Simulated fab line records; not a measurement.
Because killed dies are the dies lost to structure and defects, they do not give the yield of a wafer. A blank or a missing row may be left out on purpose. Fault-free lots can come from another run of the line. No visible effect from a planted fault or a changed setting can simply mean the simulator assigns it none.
Chamber matching    flow n5-finfet    4 sister chambers for N5_MOL_CONTACT_COAG_ETCHBACK_136 on rie-diel-01
The step etches SiO2 in CHF3, target depth 25 nm, time 16.7 s. 20 wafers are shown with their chamber, then 10 later ones without.

== WAFERS WITH THEIR CHAMBER ==
wafer   chamber  throttle-valve-pct (%)  showerhead-plenum-p-Torr (Torr)  rf-vpp-V (V)
L078.1  0        18.85                   2.35                             525
L078.2  1        18.87                   2.34                             510
L078.4  3        18.35                   2.52                             533
L079.1  3        18.36                   2.52                             534
L079.2  0        18.87                   2.35                             525
L079.5  0        18.88                   2.35                             525
L082.1  3        18.37                   2.51                             533
L082.3  2        19.02                   2.51                             517
L082.6  2        19.02                   2.51                             517
L085.1  2        19.03                   2.50                             517
L085.4  3        18.37                   2.51                             532
L085.5  3        18.37                   2.51                             531
L086.2  2        19.04                   2.50                             517
L086.4  0        18.88                   2.34                             525
L086.6  0        18.90                   2.34                             524
L087.1  0        18.90                   2.34                             526
L087.3  3        18.37                   2.51                             531
L087.5  3        18.38                   2.51                             530
L088.1  0        18.92                   2.34                             526
L088.2  2        19.05                   2.50                             516

SIGNATURES (averages over the wafers above)
reading                   chamber 0  chamber 1  chamber 2  chamber 3  scatter within a chamber
throttle-valve-pct        18.8857    18.8700    19.0320    18.3671    0.0166
showerhead-plenum-p-Torr  2.3443     2.3400     2.5040     2.5129     0.00521
rf-vpp-V                  525.14     510.00     516.80     532.00     0.989
Rule: for a wafer and a chamber, the distance is found by dividing, reading by reading, the gap between the wafer's reading and the chamber's mean by the reading's scatter, squaring, summing and taking the root. If the next closest chamber is less than 2 further off than the closest, the wafer can't be placed; otherwise it belongs to the closest. How the scatter is found: for the shown wafers, subtract from each reading the mean of its chamber, square and add these, divide the total by (wafers less chambers), then take the root.

== WAFERS WITH NO CHAMBER GIVEN ==
wafer   throttle-valve-pct (%)  showerhead-plenum-p-Torr (Torr)  rf-vpp-V (V)
L088.4  18.50                   2.33                             513
L089.2  18.89                   2.34                             526
L089.3  19.07                   2.50                             519
L089.5  19.06                   2.50                             518
L090.2  19.05                   2.50                             517
L090.3  18.91                   2.34                             528
L090.4  18.51                   2.33                             511
L096.1  19.07                   2.49                             517
L096.2  18.93                   2.34                             527
L096.6  18.41                   2.50                             532

== EACH ONE'S CHAMBER ==
wafer   from the rows above  in truth
L088.4  1                    1
L089.2  0                    0
L089.3  2                    2
L089.5  2                    2
L090.2  2                    2
L090.3  0                    0
L090.4  1                    1
L096.1  2                    2
L096.2  0                    0
L096.6  3                    3
10 of 10 placed correctly. Number that these rows cannot place: 0. Wrongly placed: 0.
